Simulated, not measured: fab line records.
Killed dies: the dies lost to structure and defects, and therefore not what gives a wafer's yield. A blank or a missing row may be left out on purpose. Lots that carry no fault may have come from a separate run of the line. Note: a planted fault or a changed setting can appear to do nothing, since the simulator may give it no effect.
A struck lot beside a sound one	flow n5-finfet	18 out of 1938 route steps
Sound: the wafers L641.2, L641.3, L641.6. Wafers L645.1, L645.4 were the ones struck. At the end, the cause is stated.
At each step with rows: each side's tool, then ch and its chambers, then its first start. Under that, the readings that differ: sound wafers	struck wafers	difference of the means	sigmas: that difference in standard deviations of wafers without a fault.
alike: a reading whose means differ by less than 2 such deviations, as well as words and numbers matching on both sides. not compared: withheld readings; readings where some wafer has no value; bounds like >300 that might hide an equal value; numbers whose values overlap and for which the record gives no deviation.
A row with sigmas, a row that says differs or no value, or rows on one side alone: a step with any of these is where the two part. When numbers do not overlap yet have no deviation, they are printed without sigmas and do not part them. A reading that every wafer of one side lacks parts them only if that side has two wafers or more.

N5_BEOL_M0_SAQP_HM_DEP_02: deposits TiN, target thk 12 nm.
  sound on pvd-sputter-03, day 6 03:46; struck on pvd-sputter-03, day 6 22:19
  alike: chamber-pressure-pa, throttle-valve-pct
N5_BEOL_M0_SAQP_PECVD_03: deposits SiCN from 3MS/NH3, target thk 12 nm, time 21.1 s.
  sound on pecvd-02 ch 0,1, day 6 03:54; struck on pecvd-03 ch 1,2, day 6 22:26
  alike: showerhead-plenum-p-Torr, throttle-valve-pct
N5_BEOL_M0_SAQP_PECVD_96: deposits a-Si from SiH4/He, target thk 45 nm, time 45.2 s.
  sound on pecvd-02 ch 0,1, day 6 03:56; struck on pecvd-03 ch 1,2, day 6 22:28
  alike: heater-power-w, showerhead-plenum-p-Torr, throttle-valve-pct
N5_BEOL_M0_SAQP_PECVD_97: deposits SiNx from SiH4/NH3/N2, target thk 23 nm, time 19.9 s.
  sound on pecvd-02 ch 0,1, day 6 03:58; struck on pecvd-03 ch 1,2, day 6 22:31
  alike: heater-power-w, showerhead-plenum-p-Torr, throttle-valve-pct
then, 1 step without rows for these wafers: N5_BEOL_M0_SAQP_PECVD_04 (deposits a-Si from SiH4/He, target thk 60 nm, time 60.2 s).
N5_BEOL_M0_SAQP_THK_MEAS_05:
  sound on film-metro-01, day 6 04:07; struck on film-metro-01, day 6 22:39
  alike: thk-nm
N5_BEOL_M0_SAQP_HM_DEP_111: deposits SiO2 from SiH4/N2O, target thk 12 nm, time 7.2 s.
  sound on pecvd-04 ch 1,2, day 6 04:10; struck on pecvd-02 ch 0,1, day 6 22:41
  alike: heater-power-w, showerhead-plenum-p-Torr
then, 5 steps without rows for these wafers: N5_BEOL_M0_SAQP_COAT_81 (time 60 s, resist thk 100 nm); N5_BEOL_M0_SAQP_COAT_82 (time 60 s, resist thk 30 nm); N5_BEOL_M0_SAQP_COAT_08 (resist thk 90 nm); N5_BEOL_M0_SAQP_EBR_10; N5_BEOL_M0_SAQP_SOFTBAKE_09 (time 60 s).
N5_BEOL_M0_SAQP_EXPOSE_11: exposes mask M0 CORE, target cd 42 nm.
  sound on arfi-scanner-01 ch 0, day 6 05:20; struck on arfi-scanner-03 ch 0, day 6 22:53
  alike: mask, exposure-dose-mJ-cm2
then, 2 steps without rows for these wafers: N5_BEOL_M0_SAQP_PEB_12 (peb time 60 s); N5_BEOL_M0_SAQP_DEVELOP_13 (develop time 30 s).
N5_BEOL_M0_SAQP_CD_MEAS_14: target cd 42.5 nm.
  sound on cd-sem-03 ch 0, day 6 05:28; struck on cd-sem-01 ch 0, day 6 23:01
reading	sound	struck	difference	sigmas
cd-nm (nm)	42.64 42.21 42.59	40.24 40.30	-2.21	-8
N5_BEOL_M0_SAQP_OVL_MEAS_15:
  sound on overlay-01 ch 0, day 6 05:29; struck on overlay-01 ch 0, day 6 23:02
  alike: M0_CORE_OVL
-- record jumps: 3 days separate the struck wafers' starts on either side; left off in module BEOL_M0_SAQP, taken up again in module BEOL_M4, whose first shown step is the route's number 1111 --
N5_BEOL_M4_RC_MEAS_101:
  sound on prober-01 ch 0, day 9 02:55; struck on prober-01 ch 0, day 9 11:40
  alike: DIBL_N, DIBL_P, IOFF_N, IOFF_P, ION_N, ION_P, SS_N, SS_P, VT_N, VT_P

## WHERE THEY PART
Only at N5_BEOL_M0_SAQP_CD_MEAS_14, as far as this record shows. Later steps at which nothing parts them and some readings are alike: N5_BEOL_M0_SAQP_OVL_MEAS_15, N5_BEOL_M4_RC_MEAS_101.

WHY: what the simulator had put in
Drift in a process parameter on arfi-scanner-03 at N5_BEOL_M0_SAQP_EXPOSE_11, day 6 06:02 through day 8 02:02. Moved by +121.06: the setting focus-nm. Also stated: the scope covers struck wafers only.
